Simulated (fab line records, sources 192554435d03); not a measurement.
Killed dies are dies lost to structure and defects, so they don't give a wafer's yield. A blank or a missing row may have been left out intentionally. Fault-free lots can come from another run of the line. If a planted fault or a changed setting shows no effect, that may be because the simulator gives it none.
The same fault as seen by 2 desks	flow n5Finfet	every desk sees just its own numbers, and what lay behind them comes last

## THE METROLOGY DESK
Means of the sampled wafers that have a number, per lot and without regard to the tool the lot ran on: this is what the gauges read. Marked OUT: a lot whose mean sits more than 4 standard deviations from the usual mean, which makes it out of limits; the brackets give that distance. It has 10 readings; the 7 that lie furthest out on some lot are the ones shown.
Columns: A = DIBL_N at N5_BEOL_M4_RC_MEAS_101, usual 37.0 mV/V; B = DIBL_P at N5_BEOL_M4_RC_MEAS_101, usual 37.3 mV/V; C = IOFF_N at N5_BEOL_M4_RC_MEAS_101, usual 0.17 nA/um; D = IOFF_P at N5_BEOL_M4_RC_MEAS_101, usual 0.23 nA/um; E = ION_P at N5_BEOL_M4_RC_MEAS_101, usual 460 uA/um; F = SS_P at N5_BEOL_M4_RC_MEAS_101, usual 73.6 mV/dec; G = VT_P at N5_BEOL_M4_RC_MEAS_101, usual -250 mV
lot	first seen here	A	B	C	D	E	F	G
L428	day 7 23:18	40.4	40.4	0.25	0.31	471	74.9	-247
L429	day 8 02:19	37.9	38.6	0.20	0.24	456	74.9	-249
L430	day 8 05:23	36.8	37.1	0.17	0.23	460	73.8	-251
L431	day 8 22:55	38.3	39.3	0.20	0.22	456	74.0	-251
L438	day 10 09:41	34.5	32.9	0.12	0.19	465	72.6	-249
L439	day 10 19:25	37.2	36.2	0.16	0.20	454	73.4	-251
L446	day 12 22:43	33.8	35.4	0.14	0.16	451	72.7	-256
L451	day 14 06:08	35.8	37.2	0.14	0.16	448	73.4	-257
L450	day 14 07:43	37.8	38.9	0.19	0.27	468	73.9	-247
This desk's finding: nothing out of limits on any of the 9 lots.

## TOOL OWNER'S DESK, pecvd-02
The tool's own readings at N5_BEOL_M0_SAQP_PECVD_96 (deposits a-Si from SiH4/He, target thk 45 nm, time 45.2 s): means of the sampled wafers that have a number, for each lot that ran on this tool. Marked OUT: a lot whose mean sits more than 4 standard deviations from the usual mean, which makes it out of limits; the brackets give that distance.
Columns: A = heaterPowerW at N5_BEOL_M0_SAQP_PECVD_96, usual 649 W; B = showerheadPlenumPTorr at N5_BEOL_M0_SAQP_PECVD_96, usual 5.65 Torr; C = throttleValvePct at N5_BEOL_M0_SAQP_PECVD_96, usual 18.2 %
lot	first seen here	A	B	C
L428	day 5 09:18	672	5.69	18.1
L430	day 5 22:00	689	5.68	18.2
L431	day 6 06:16	724	5.64	18.1
L439	day 8 04:35	678	5.64	18.2
L446	day 9 21:01	680	5.69	18.2
This desk's finding: nothing out of limits on any of the 5 lots.

## ALL TOGETHER
Metrology desk: nothing out of limits seen.
The desk of the tool owner found nothing out of limits.

## WHAT HAD BEEN PUT IN BY THE SIMULATOR
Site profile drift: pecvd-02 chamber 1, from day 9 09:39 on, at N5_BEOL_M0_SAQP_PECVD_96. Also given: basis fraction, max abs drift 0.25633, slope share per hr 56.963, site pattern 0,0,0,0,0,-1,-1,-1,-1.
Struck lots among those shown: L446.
